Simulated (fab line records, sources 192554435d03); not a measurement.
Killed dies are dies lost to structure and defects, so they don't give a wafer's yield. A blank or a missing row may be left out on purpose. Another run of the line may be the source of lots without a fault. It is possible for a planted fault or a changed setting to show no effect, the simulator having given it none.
3 desks looking at one fault / flow n5Finfet / numbers are kept per desk, each desk with only its own; the story behind them comes last

## FROM THE METROLOGY DESK
Means of the sampled wafers that have a number, per lot and without regard to the tool the lot ran on: this is what the gauges read. If a lot's mean is further than 4 standard deviations from the usual mean, the lot is out of limits and carries the mark OUT (the distance appears in the brackets).
Columns: A = cdNm at N5_STI_FIN_REVEAL_CD_MEAS_22, usual 6.26 nm; B = trenchDepthNm at N5_STI_FIN_REVEAL_FIN_H_MEAS_10, usual 52.3 nm
lot=L894; first seen here=day 3 13:03; A=6.08; B=52.2
lot=L900; first seen here=day 5 01:43; A=6.27; B=52.5
lot=L902; first seen here=day 5 15:19; A=6.37; B=52.0
lot=L905; first seen here=day 6 06:54; A=6.39; B=52.2
lot=L907; first seen here=day 6 18:49; A=6.00; B=52.6
lot=L910; first seen here=day 7 15:33; A=6.32; B=51.8
This desk's verdict: no lot among the 6 shows anything out of limits.

## THE DEFECT DESK
What the inspections along the route counted, lot by lot: means of the sampled wafers that have a number. If a lot's mean is further than 4 standard deviations from the usual mean, the lot is out of limits and carries the mark OUT (the distance appears in the brackets).
Columns: A = rawDefectCount at N5_STI_FIN_REVEAL_INSPECT_13, usual 13
lot=L894; first seen here=day 3 13:10; A=13
lot=L900; first seen here=day 5 01:51; A=10
lot=L902; first seen here=day 5 15:26; A=16
lot=L905; first seen here=day 6 07:01; A=16
lot=L907; first seen here=day 6 18:56; A=14
lot=L910; first seen here=day 7 15:41; A=5
This desk's verdict: no lot among the 6 shows anything out of limits.

## THE TOOL OWNER'S DESK: aldSin-04
The tool's own readings at N5_DUMMY_GATE_ALD_02 (deposits SiO2, target thk 2 nm, pulse time 1 s): means of the sampled wafers that have a number, for each lot that ran on this tool. If a lot's mean is further than 4 standard deviations from the usual mean, the lot is out of limits and carries the mark OUT (the distance appears in the brackets).
Columns: A = chamberPressureTorr at N5_DUMMY_GATE_ALD_02, usual 2.001 Torr; B = heaterPowerW at N5_DUMMY_GATE_ALD_02, usual 461 W; C = precursorPulseHeightRel at N5_DUMMY_GATE_ALD_02, usual 1.002
lot=L900; first seen here=day 5 03:23; A=2.004; B=467; C=0.997
lot=L902; first seen here=day 5 15:32; A=2.002; B=472; C=0.992
lot=L907; first seen here=day 6 19:02; A=1.998; B=482; C=1.011
This desk's verdict: no lot among the 3 shows anything out of limits.

## TAKEN TOGETHER
The metrology desk saw nothing out of limits.
Nothing out of limits was seen by the defect desk.
The desk of the tool owner found nothing out of limits.

## WHAT WAS PUT IN BY THE SIMULATOR
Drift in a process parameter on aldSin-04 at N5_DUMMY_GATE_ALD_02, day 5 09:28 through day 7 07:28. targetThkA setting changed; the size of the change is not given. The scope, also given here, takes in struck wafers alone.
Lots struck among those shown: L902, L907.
